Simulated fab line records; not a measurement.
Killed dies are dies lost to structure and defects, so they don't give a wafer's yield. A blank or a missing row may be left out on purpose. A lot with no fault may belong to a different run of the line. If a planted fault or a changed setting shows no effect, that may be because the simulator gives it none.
What tool caused it? / flow n5_finfet / 9 lots with 27 wafers sampled at 5 steps, on a route of 1938 steps

## WHAT THE GAUGES READ, wafer by wafer
N5_BEOL_M4_RC_MEAS_101. Usual: DIBL_N 36.3 mV/V, standard deviation 1.2; DIBL_P 36.7 mV/V, standard deviation 1.5; IOFF_N 0.164 nA/um, standard deviation 0.02; IOFF_P 0.214 nA/um, standard deviation 0.024; ION_N 673 uA/um, standard deviation 8.5; ION_P 461 uA/um, standard deviation 5.9; SS_N 71.6 mV/dec, standard deviation 0.44; SS_P 73.3 mV/dec, standard deviation 0.55; VT_N 249.4 mV, standard deviation 2.4; VT_P -250.0 mV, standard deviation 2.3.
lot=L348; measured=day 8 04:02; on=prober-02; DIBL_N (mV/V)=36.6 36.5 37.0; DIBL_P (mV/V)=35.3 34.2 35.8; IOFF_N (nA/um)=0.157 0.150 0.172; IOFF_P (nA/um)=0.211 0.201 0.227; ION_N (uA/um)=666 667 672; ION_P (uA/um)=463 459 464; SS_N (mV/dec)=71.3 72.1 71.7; SS_P (mV/dec)=72.8 73.1 73.0; VT_N (mV)=249.4 252.6 248.8; VT_P (mV)=-248.3 -251.7 -248.0; flag=
lot=L353; measured=day 9 11:40; on=prober-01; DIBL_N (mV/V)=36.4 33.3 35.5; DIBL_P (mV/V)=36.7 33.2 35.5; IOFF_N (nA/um)=0.144 0.112 0.134; IOFF_P (nA/um)=0.225 0.173 0.205; ION_N (uA/um)=652 676 669; ION_P (uA/um)=459 465 464; SS_N (mV/dec)=70.8 70.8 71.2; SS_P (mV/dec)=73.0 71.9 72.8; VT_N (mV)=252.7 254.2 252.9; VT_P (mV)=-248.0 -249.8 -250.0; flag=
lot=L357; measured=day 10 14:32; on=prober-01; DIBL_N (mV/V)=35.0 35.4 36.1; DIBL_P (mV/V)=35.5 36.4 37.2; IOFF_N (nA/um)=0.152 0.167 0.175; IOFF_P (nA/um)=0.205 0.214 0.225; ION_N (uA/um)=681 678 676; ION_P (uA/um)=469 463 459; SS_N (mV/dec)=71.4 71.4 71.8; SS_P (mV/dec)=73.2 73.4 73.9; VT_N (mV)=250.3 247.4 247.5; VT_P (mV)=-251.2 -250.8 -248.6; flag=
lot=L358; measured=day 10 17:22; on=prober-02; DIBL_N (mV/V)=38.5 36.8 35.9; DIBL_P (mV/V)=39.1 37.5 35.4; IOFF_N (nA/um)=0.217 0.172 0.151; IOFF_P (nA/um)=0.266 0.242 0.201; ION_N (uA/um)=692 673 667; ION_P (uA/um)=470 459 456; SS_N (mV/dec)=72.3 72.2 71.6; SS_P (mV/dec)=74.8 74.5 73.4; VT_N (mV)=247.0 250.8 251.7; VT_P (mV)=-248.6 -247.8 -251.3; flag=
lot=L359; measured=day 11 07:54; on=prober-02; DIBL_N (mV/V)=37.8 36.2 37.2; DIBL_P (mV/V)=36.6 35.0 35.5; IOFF_N (nA/um)=0.164 0.148 0.161; IOFF_P (nA/um)=0.201 0.183 0.202; ION_N (uA/um)=673 663 663; ION_P (uA/um)=456 451 451; SS_N (mV/dec)=71.4 71.5 72.0; SS_P (mV/dec)=73.5 73.3 73.1; VT_N (mV)=248.8 250.9 250.2; VT_P (mV)=-251.1 -253.0 -249.0; flag=
lot=L365; measured=day 12 16:58; on=prober-01; DIBL_N (mV/V)=33.7 32.4 34.8; DIBL_P (mV/V)=35.5 33.5 36.5; IOFF_N (nA/um)=0.131 0.114 0.151; IOFF_P (nA/um)=0.181 0.160 0.200; ION_N (uA/um)=664 662 660; ION_P (uA/um)=458 455 454; SS_N (mV/dec)=71.2 71.1 70.9; SS_P (mV/dec)=72.7 72.2 73.3; VT_N (mV)=252.4 254.5 249.7; VT_P (mV)=-252.3 -253.9 -249.8; flag=
lot=L367; measured=day 12 22:19; on=prober-02; DIBL_N (mV/V)=38.6 36.9 39.0; DIBL_P (mV/V)=37.3 36.2 37.4; IOFF_N (nA/um)=0.201 0.162 0.196; IOFF_P (nA/um)=0.240 0.213 0.229; ION_N (uA/um)=679 664 666; ION_P (uA/um)=465 454 460; SS_N (mV/dec)=71.2 70.9 71.8; SS_P (mV/dec)=73.5 73.0 73.7; VT_N (mV)=245.6 249.2 246.6; VT_P (mV)=-246.5 -248.0 -249.1; flag=
lot=L368; measured=day 13 12:11; on=prober-01; DIBL_N (mV/V)=36.0 37.5 36.9; DIBL_P (mV/V)=36.4 38.9 38.2; IOFF_N (nA/um)=0.163 0.194 0.180; IOFF_P (nA/um)=0.219 0.256 0.244; ION_N (uA/um)=675 671 674; ION_P (uA/um)=461 460 465; SS_N (mV/dec)=71.3 71.9 71.4; SS_P (mV/dec)=73.2 73.7 73.9; VT_N (mV)=246.9 245.0 247.3; VT_P (mV)=-248.3 -248.7 -248.9; flag=
lot=L370; measured=day 13 19:11; on=prober-02; DIBL_N (mV/V)=36.3 36.1 38.6; DIBL_P (mV/V)=38.1 38.3 40.1; IOFF_N (nA/um)=0.159 0.160 0.200; IOFF_P (nA/um)=0.214 0.214 0.258; ION_N (uA/um)=680 672 682; ION_P (uA/um)=465 465 469; SS_N (mV/dec)=71.2 71.2 72.3; SS_P (mV/dec)=73.8 73.3 74.7; VT_N (mV)=251.0 251.5 247.2; VT_P (mV)=-251.5 -250.7 -249.7; flag=

## TOOL THAT RAN EACH LOT (tool first, then ch and the chambers of the sampled wafers, then the start)
lot=L348; N5_MOL_CONTACT_COAG_ETCH_48=rie_diel-04 ch 0,1, day 5 12:41; N5_MOL_CONTACT_COAG_STRIP_72=rie_diel-04 ch 0,1, day 5 12:44; N5_BEOL_M0_SAQP_ILD_DEP_01=pecvd-03 ch 1,2, day 5 17:28; N5_BEOL_M0_SAQP_COAT_81=litho_track-02 ch 0, day 5 18:58
lot=L353; N5_MOL_CONTACT_COAG_ETCH_48=rie_diel-03 ch 1,3, day 6 16:35; N5_MOL_CONTACT_COAG_STRIP_72=rie_diel-03 ch 1,3, day 6 16:39; N5_BEOL_M0_SAQP_ILD_DEP_01=pecvd-03 ch 0,1,2, day 6 21:22; N5_BEOL_M0_SAQP_COAT_81=litho_track-01 ch 0, day 6 22:46
lot=L357; N5_MOL_CONTACT_COAG_ETCH_48=rie_diel-04 ch 1,3, day 7 18:37; N5_MOL_CONTACT_COAG_STRIP_72=rie_diel-04 ch 1,3, day 7 18:40; N5_BEOL_M0_SAQP_ILD_DEP_01=pecvd-04 ch 1,2, day 7 23:05; N5_BEOL_M0_SAQP_COAT_81=litho_track-02 ch 0, day 8 00:18
lot=L358; N5_MOL_CONTACT_COAG_ETCH_48=rie_diel-03 ch 1,3, day 8 08:37; N5_MOL_CONTACT_COAG_STRIP_72=rie_diel-03 ch 1,3, day 8 08:40; N5_BEOL_M0_SAQP_ILD_DEP_01=pecvd-02 ch 0,1,2, day 8 13:08; N5_BEOL_M0_SAQP_COAT_81=litho_track-02 ch 0, day 8 13:50
lot=L359; N5_MOL_CONTACT_COAG_ETCH_48=rie_diel-03 ch 0,2, day 8 14:22; N5_MOL_CONTACT_COAG_STRIP_72=rie_diel-03 ch 0,2, day 8 14:25; N5_BEOL_M0_SAQP_ILD_DEP_01=pecvd-02 ch 0,2, day 8 18:49; N5_BEOL_M0_SAQP_COAT_81=litho_track-02 ch 0, day 8 19:44
lot=L365; N5_MOL_CONTACT_COAG_ETCH_48=rie_diel-03 ch 1,2, day 10 02:27; N5_MOL_CONTACT_COAG_STRIP_72=rie_diel-03 ch 1,2, day 10 02:30; N5_BEOL_M0_SAQP_ILD_DEP_01=pecvd-03 ch 0,1,2, day 10 08:38; N5_BEOL_M0_SAQP_COAT_81=litho_track-01 ch 0, day 10 09:30
lot=L367; N5_MOL_CONTACT_COAG_ETCH_48=rie_diel-01 ch 0,1,3, day 10 11:33; N5_MOL_CONTACT_COAG_STRIP_72=rie_diel-01 ch 0,1,3, day 10 11:37; N5_BEOL_M0_SAQP_ILD_DEP_01=pecvd-03 ch 0,2, day 10 16:50; N5_BEOL_M0_SAQP_COAT_81=litho_track-01 ch 0, day 10 17:41
lot=L368; N5_MOL_CONTACT_COAG_ETCH_48=rie_diel-01 ch 0,2, day 10 15:11; N5_MOL_CONTACT_COAG_STRIP_72=rie_diel-01 ch 0,2, day 10 15:14; N5_BEOL_M0_SAQP_ILD_DEP_01=pecvd-04 ch 0,1,2, day 10 19:51; N5_BEOL_M0_SAQP_COAT_81=litho_track-04 ch 0, day 10 21:07
lot=L370; N5_MOL_CONTACT_COAG_ETCH_48=rie_diel-01 ch 2,3, day 11 03:30; N5_MOL_CONTACT_COAG_STRIP_72=rie_diel-01 ch 2,3, day 11 03:33; N5_BEOL_M0_SAQP_ILD_DEP_01=pecvd-02 ch 1,2, day 11 07:59; N5_BEOL_M0_SAQP_COAT_81=litho_track-04 ch 0, day 11 10:19
- N5_MOL_CONTACT_COAG_ETCH_48: etches SiOC in C4F6/O2, target depth 15 nm, overetch 4.5 nm, time 17 s.
- N5_MOL_CONTACT_COAG_STRIP_72: strips in N2/H2.
- N5_BEOL_M0_SAQP_ILD_DEP_01: deposits SiOC from DEMS/O2, target thk 45.419 nm, time 8.7 s.
- N5_BEOL_M0_SAQP_COAT_81: time 60 s, resist thk 100 nm.

## AS READ BY THE TOOLS THEMSELVES (means over the sampled wafers that have a number; for cases with no such wafer, the mark the record gives instead)
N5_MOL_CONTACT_COAG_ETCH_48. Usual: drypump_motor_current_A 5.9 A, standard deviation 0.38; mfc_ar_sccm 299.9 sccm, standard deviation 0.95; oes_ar_750_au 0.76 a.u., standard deviation 0.078; oes_product_au 0.64 a.u., standard deviation 0.073; rf_vpp_V 1590 V, standard deviation 16; showerhead_plenum_p_Torr 2.86 Torr, standard deviation 0.069; throttle_valve_pct 40.71 %, standard deviation 0.17.
lot=L348; tool=rie_diel-04; drypump_motor_current_A (A)=5.6; mfc_ar_sccm (sccm)=300.3; oes_ar_750_au (a.u.)=0.77; oes_product_au (a.u.)=0.61; rf_vpp_V (V)=1596; showerhead_plenum_p_Torr (Torr)=2.91; throttle_valve_pct (%)=40.60; flag=
lot=L353; tool=rie_diel-03; drypump_motor_current_A (A)=6.1; mfc_ar_sccm (sccm)=299.9; oes_ar_750_au (a.u.)=0.71; oes_product_au (a.u.)=0.59; rf_vpp_V (V)=1602; showerhead_plenum_p_Torr (Torr)=2.80; throttle_valve_pct (%)=40.67; flag=
lot=L357; tool=rie_diel-04; drypump_motor_current_A (A)=5.8; mfc_ar_sccm (sccm)=300.0; oes_ar_750_au (a.u.)=0.75; oes_product_au (a.u.)=0.62; rf_vpp_V (V)=1586; showerhead_plenum_p_Torr (Torr)=2.90; throttle_valve_pct (%)=40.61; flag=
lot=L358; tool=rie_diel-03; drypump_motor_current_A (A)=6.0; mfc_ar_sccm (sccm)=300.9; oes_ar_750_au (a.u.)=0.69; oes_product_au (a.u.)=0.58; rf_vpp_V (V)=1597; showerhead_plenum_p_Torr (Torr)=2.79; throttle_valve_pct (%)=40.85; flag=
lot=L359; tool=rie_diel-03; drypump_motor_current_A (A)=5.6; mfc_ar_sccm (sccm)=299.1; oes_ar_750_au (a.u.)=0.70; oes_product_au (a.u.)=0.61; rf_vpp_V (V)=1576; showerhead_plenum_p_Torr (Torr)=2.88; throttle_valve_pct (%)=40.59; flag=
lot=L365; tool=rie_diel-03; drypump_motor_current_A (A)=5.9; mfc_ar_sccm (sccm)=300.9; oes_ar_750_au (a.u.)=0.77; oes_product_au (a.u.)=0.69; rf_vpp_V (V)=1587; showerhead_plenum_p_Torr (Torr)=2.80; throttle_valve_pct (%)=40.60; flag=
lot=L367; tool=rie_diel-01; drypump_motor_current_A (A)=6.4; mfc_ar_sccm (sccm)=299.3; oes_ar_750_au (a.u.)=0.80; oes_product_au (a.u.)=0.66; rf_vpp_V (V)=1597; showerhead_plenum_p_Torr (Torr)=2.89; throttle_valve_pct (%)=40.89; flag=
lot=L368; tool=rie_diel-01; drypump_motor_current_A (A)=6.1; mfc_ar_sccm (sccm)=300.2; oes_ar_750_au (a.u.)=0.78; oes_product_au (a.u.)=0.67; rf_vpp_V (V)=1604; showerhead_plenum_p_Torr (Torr)=2.90; throttle_valve_pct (%)=40.74; flag=
lot=L370; tool=rie_diel-01; drypump_motor_current_A (A)=6.0; mfc_ar_sccm (sccm)=299.1; oes_ar_750_au (a.u.)=0.76; oes_product_au (a.u.)=0.64; rf_vpp_V (V)=1590; showerhead_plenum_p_Torr (Torr)=2.85; throttle_valve_pct (%)=40.74; flag=

N5_MOL_CONTACT_COAG_STRIP_72. Usual: drypump_motor_current_A 5.9 A, standard deviation 0.37; oes_product_au 0.77 a.u., standard deviation 0.082; rf_vpp_V 59.0 V, standard deviation 2.1; showerhead_plenum_p_Torr 2.56 Torr, standard deviation 0.064; throttle_valve_pct 23.79 %, standard deviation 0.15.
lot=L348; tool=rie_diel-04; drypump_motor_current_A (A)=5.6; oes_product_au (a.u.)=0.77; rf_vpp_V (V)=60.3; showerhead_plenum_p_Torr (Torr)=2.62; throttle_valve_pct (%)=23.94; flag=
lot=L353; tool=rie_diel-03; drypump_motor_current_A (A)=6.1; oes_product_au (a.u.)=0.70; rf_vpp_V (V)=59.0; showerhead_plenum_p_Torr (Torr)=2.51; throttle_valve_pct (%)=23.81; flag=
lot=L357; tool=rie_diel-04; drypump_motor_current_A (A)=5.8; oes_product_au (a.u.)=0.75; rf_vpp_V (V)=60.5; showerhead_plenum_p_Torr (Torr)=2.61; throttle_valve_pct (%)=24.01; flag=
lot=L358; tool=rie_diel-03; drypump_motor_current_A (A)=6.1; oes_product_au (a.u.)=0.68; rf_vpp_V (V)=57.3; showerhead_plenum_p_Torr (Torr)=2.50; throttle_valve_pct (%)=24.00; flag=
lot=L359; tool=rie_diel-03; drypump_motor_current_A (A)=5.6; oes_product_au (a.u.)=0.69; rf_vpp_V (V)=57.8; showerhead_plenum_p_Torr (Torr)=2.59; throttle_valve_pct (%)=23.66; flag=
lot=L365; tool=rie_diel-03; drypump_motor_current_A (A)=5.9; oes_product_au (a.u.)=0.78; rf_vpp_V (V)=58.5; showerhead_plenum_p_Torr (Torr)=2.51; throttle_valve_pct (%)=23.79; flag=
lot=L367; tool=rie_diel-01; drypump_motor_current_A (A)=6.4; oes_product_au (a.u.)=0.79; rf_vpp_V (V)=58.0; showerhead_plenum_p_Torr (Torr)=2.59; throttle_valve_pct (%)=23.90; flag=
lot=L368; tool=rie_diel-01; drypump_motor_current_A (A)=6.1; oes_product_au (a.u.)=0.78; rf_vpp_V (V)=60.6; showerhead_plenum_p_Torr (Torr)=2.59; throttle_valve_pct (%)=23.71; flag=
lot=L370; tool=rie_diel-01; drypump_motor_current_A (A)=6.0; oes_product_au (a.u.)=0.76; rf_vpp_V (V)=60.6; showerhead_plenum_p_Torr (Torr)=2.54; throttle_valve_pct (%)=23.74; flag=

N5_BEOL_M0_SAQP_ILD_DEP_01. Usual: heater_power_w 450 W, standard deviation 46; showerhead_plenum_p_Torr 5.687 Torr, standard deviation 0.014; throttle_valve_pct 11.7 %, standard deviation 0.53.
lot=L348; tool=pecvd-03; heater_power_w (W)=435; showerhead_plenum_p_Torr (Torr)=5.692; throttle_valve_pct (%)=11.5; flag=
lot=L353; tool=pecvd-03; heater_power_w (W)=433; showerhead_plenum_p_Torr (Torr)=5.690; throttle_valve_pct (%)=11.7; flag=
lot=L357; tool=pecvd-04; heater_power_w (W)=407; showerhead_plenum_p_Torr (Torr)=5.692; throttle_valve_pct (%)=12.7; flag=
lot=L358; tool=pecvd-02; heater_power_w (W)=438; showerhead_plenum_p_Torr (Torr)=5.697; throttle_valve_pct (%)=11.9; flag=
lot=L359; tool=pecvd-02; heater_power_w (W)=451; showerhead_plenum_p_Torr (Torr)=5.689; throttle_valve_pct (%)=11.5; flag=
lot=L365; tool=pecvd-03; heater_power_w (W)=438; showerhead_plenum_p_Torr (Torr)=5.683; throttle_valve_pct (%)=11.5; flag=
lot=L367; tool=pecvd-03; heater_power_w (W)=476; showerhead_plenum_p_Torr (Torr)=5.672; throttle_valve_pct (%)=11.5; flag=
lot=L368; tool=pecvd-04; heater_power_w (W)=431; showerhead_plenum_p_Torr (Torr)=5.692; throttle_valve_pct (%)=11.8; flag=
lot=L370; tool=pecvd-02; heater_power_w (W)=477; showerhead_plenum_p_Torr (Torr)=5.700; throttle_valve_pct (%)=11.5; flag=

N5_BEOL_M0_SAQP_COAT_81. Usual: heater_power_total_W 500.4 W, standard deviation 1.8; plate_temp_C 250.04 C, standard deviation 0.17.
lot=L348; tool=litho_track-02; heater_power_total_W (W)=499.9; plate_temp_C (C)=249.99; flag=
lot=L353; tool=litho_track-01; heater_power_total_W (W)=502.3; plate_temp_C (C)=250.07; flag=
lot=L357; tool=litho_track-02; heater_power_total_W (W)=500.6; plate_temp_C (C)=250.19; flag=
lot=L358; tool=litho_track-02; heater_power_total_W (W)=841.4; plate_temp_C (C)=267.92; flag=OFF
lot=L359; tool=litho_track-02; heater_power_total_W (W)=841.9; plate_temp_C (C)=268.00; flag=OFF
lot=L365; tool=litho_track-01; heater_power_total_W (W)=502.1; plate_temp_C (C)=250.09; flag=
lot=L367; tool=litho_track-01; heater_power_total_W (W)=502.1; plate_temp_C (C)=249.97; flag=
lot=L368; tool=litho_track-04; heater_power_total_W (W)=498.0; plate_temp_C (C)=249.84; flag=
lot=L370; tool=litho_track-04; heater_power_total_W (W)=500.9; plate_temp_C (C)=250.13; flag=

## THE ANSWER, worked out from the rows above alone
Rule: take the mean of a lot's wafers that have a number; if it is more than 3 standard deviations from the usual mean, the lot is off. A lot without any number at a reading at which 4 lots or more have one is off too. All remaining lots with rows at the step are treated as sound. After the gauges, taken in route order, come the tools' own readings; for these a lot's mean is taken, as printed above. The first step at which some lot is off is used, and at that step the reading that is off furthest; a lot without a number counts as furthest.
Off at N5_BEOL_M0_SAQP_COAT_81 (heater_power_total_W): L358, L359.
A tool fits if, at that step or a process step before it, it ran every lot that is off, and no sound lot after the first of them. One fits: litho_track-02 at N5_BEOL_M0_SAQP_COAT_81. Its last sound lot is L357 (day 8 00:18), its first lot that is off L358 (day 8 13:50): a fault that began between those two fits.
The tool's own readings at N5_BEOL_M0_SAQP_COAT_81 bear it out: on the lots that are off they differ by more than 5 times the standard deviation of the sound lots' means. heater_power_total_W reads 841.6 W there against 500.8 W on the sound lots; plate_temp_C reads 267.96 C there against 250.04 C on the sound lots.

## WHAT THE SIMULATOR HAD INSERTED
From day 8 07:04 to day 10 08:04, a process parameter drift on litho_track-02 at N5_BEOL_M0_SAQP_COAT_81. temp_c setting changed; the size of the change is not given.
Shown lots that were struck: L358, L359. The rule given above showed the same thing.
